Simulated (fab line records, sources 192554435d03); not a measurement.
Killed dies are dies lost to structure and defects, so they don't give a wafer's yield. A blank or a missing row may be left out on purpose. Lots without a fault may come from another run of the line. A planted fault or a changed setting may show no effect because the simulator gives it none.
A struck lot beside a sound one | flow n5_finfet | 36 steps out of a route of 1938
Sound: wafers L740.1, L740.2, L740.5. Struck: wafers L746.2, L746.3, L746.5. The cause comes at the end.
At each step with rows: each side's tool, then ch and its chambers, then its first start. Under that, the readings that differ: sound wafers | struck wafers | difference of the means | sigmas: that difference in standard deviations of wafers without a fault.
alike: readings whose means differ by less than 2 such deviations, and words and numbers that are the same on both sides. not compared: withheld readings, readings that some wafer has no value for, bounds like >300 that may hide the same value, and numbers for which the record gives no deviation and whose values overlap.
The two part at a step that has a row with sigmas, a row that says differs or no value, or rows on one side only. Numbers that don't overlap but have no deviation are shown without sigmas and don't part them. A reading that every wafer of one side lacks parts them only if that side has two wafers or more.

first, 9 steps without rows for these wafers: N5_BEOL_M4_ANNEAL_95 (time 240 s); N5_BEOL_M4_SPUTTER_96 (material Cu, target thk 4.5 nm, time 8.29 s); N5_BEOL_M4_ECD_50 (material Cu, target thk 300 nm); N5_BEOL_M4_ANNEAL_51 (time 90 s); N5_BEOL_M4_CMP_52 (polishes, stops on SiOC, t overpolish 6.8 s, target thk 40 nm); N5_BEOL_M4_PRE_CLEAN_60 (time 15 s); N5_BEOL_M4_CO_CAP_55 (material Co, precursor CCTBA/H2, target thk 2 nm, time 102.1 s); N5_BEOL_M4_PRE_CLEAN_56 (time 15 s); N5_BEOL_M4_DEP_57 (deposits SiCN from 3MS/NH3, target thk 8 nm, time 14 s).
N5_BEOL_M4_RC_MEAS_101:
  sound on prober-02 ch 0, day 10 05:58; struck on prober-01 ch 0, day 12 03:19
  alike: DIBL_N, DIBL_P, IOFF_N, IOFF_P, ION_N, ION_P, SS_N, SS_P, VT_N, VT_P
then, 24 steps without rows for these wafers: N5_BEOL_M5_ILD_DEP_00 (deposits SiCOH lowk from DEMS/porogen, target thk 140.64 nm, time 25.9 s); N5_BEOL_M5_CURE_79 (cures SiCOH lowk, time 240 s); N5_BEOL_M5_PECVD_70 (deposits SiO2 from TEOS/O2, target thk 16 nm, time 18 s); N5_BEOL_M5_HM_DEP_02 (deposits TiN, target thk 20 nm); N5_BEOL_M5_COAT_59 (time 60 s, resist thk 60 nm); N5_BEOL_M5_COAT_60 (time 60 s, resist thk 12 nm); N5_BEOL_M5_COAT_71 (time 60 s, resist thk 5 nm); N5_BEOL_M5_COAT_05 (resist thk 30 nm); N5_BEOL_M5_EBR_07; N5_BEOL_M5_SOFTBAKE_06 (time 60 s); N5_BEOL_M5_EXPOSE_08 (exposes mask M5, target cd 28 nm); N5_BEOL_M5_PEB_09 (peb time 60 s); N5_BEOL_M5_DEVELOP_10 (develop time 30 s); N5_BEOL_M5_DESCUM_16 (chemistry O2, time 7 s); N5_BEOL_M5_ETCH_72 (etches underlayer in N2/H2, target depth 6.5 nm, time 5.2 s); N5_BEOL_M5_ETCH_61 (etches SiARC in CF4, target depth 15.6 nm, time 26 s); N5_BEOL_M5_ETCH_62 (etches SOC in N2/H2, target depth 75 nm, overetch 15 nm, time 112.5 s); N5_BEOL_M5_STRIP_63 (strips in N2/H2); N5_BEOL_M5_STRIP_73 (strips in N2/H2); N5_BEOL_M5_STRIP_64 (strips in CF4); N5_BEOL_M5_HM_OPEN_17 (chemistry Cl2/BCl3, target TiN, target depth 20 nm, overetch 6 nm); N5_BEOL_M5_STRIP_19 (strips in O2); N5_BEOL_M5_COAT_65 (time 60 s, resist thk 60 nm); N5_BEOL_M5_COAT_66 (time 60 s, resist thk 12 nm).
-- the record jumps here: 3 days lie between the struck wafers' starts before and after (it left off in module BEOL_M5 and takes up again in module BEOL_M15, whose first step shown is number 1795 of the route) --
N5_BEOL_M15_ETCH_57: etches SOC in N2/H2, time 750 s.
  sound on rie_diel-01 ch 0,2,3, day 13 04:17; struck on rie_diel-01 ch 0,1,3, day 15 14:14
  no value came back on the struck wafers for any of 8 readings (bias_w (W), chamber_pressure_mTorr (mTorr) and others); on the sound wafers bias_w (W) reads 349.5 349.0 349.8
  not compared: rf_hours_counter_h
N5_PASSIVATION_PROBE_49:
  sound on prober-02, day 13 22:32; struck on prober-01, day 16 12:20
  reading                  | sound          | struck         | difference | sigmas
  defect_limited_yield (%) | 92.4 92.3 91.5 | 0 0 0          | -92        | -61
  killed_at_M4_up          | 15 15 14       | 1115 1111 1110 | +1097      | +99 or more
  killed_dies              | 90 91 100      | 1180 1180 1180 | +1086      | +60
  killed_on_rim            | 16 13 18       | 152 152 152    | +136       | +33
  sort_bin_5_function (%)  | 4.1 3.5 5.4    | 97.2 96.9 97.5 | +92.9      | +84
  sort_n_pass              | 1090 1089 1080 | 0 0 0          | -1086      | -60
  sort_yield_pct (%)       | 92.4 92.3 91.5 | 0 0 0          | -92        | -61
  alike: killed_at_M0_to_M3, killed_at_contacts, killed_at_front_end, killed_at_other, killed_open, killed_short, sort_bin_6_memory

WHERE THEY PART
First at N5_BEOL_M15_ETCH_57; last, within this record, at N5_PASSIVATION_PROBE_49.

WHY: what the simulator had put in
Skipped step whole: rie_diel-01, from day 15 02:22 on, at N5_BEOL_M15_ETCH_57. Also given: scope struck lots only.
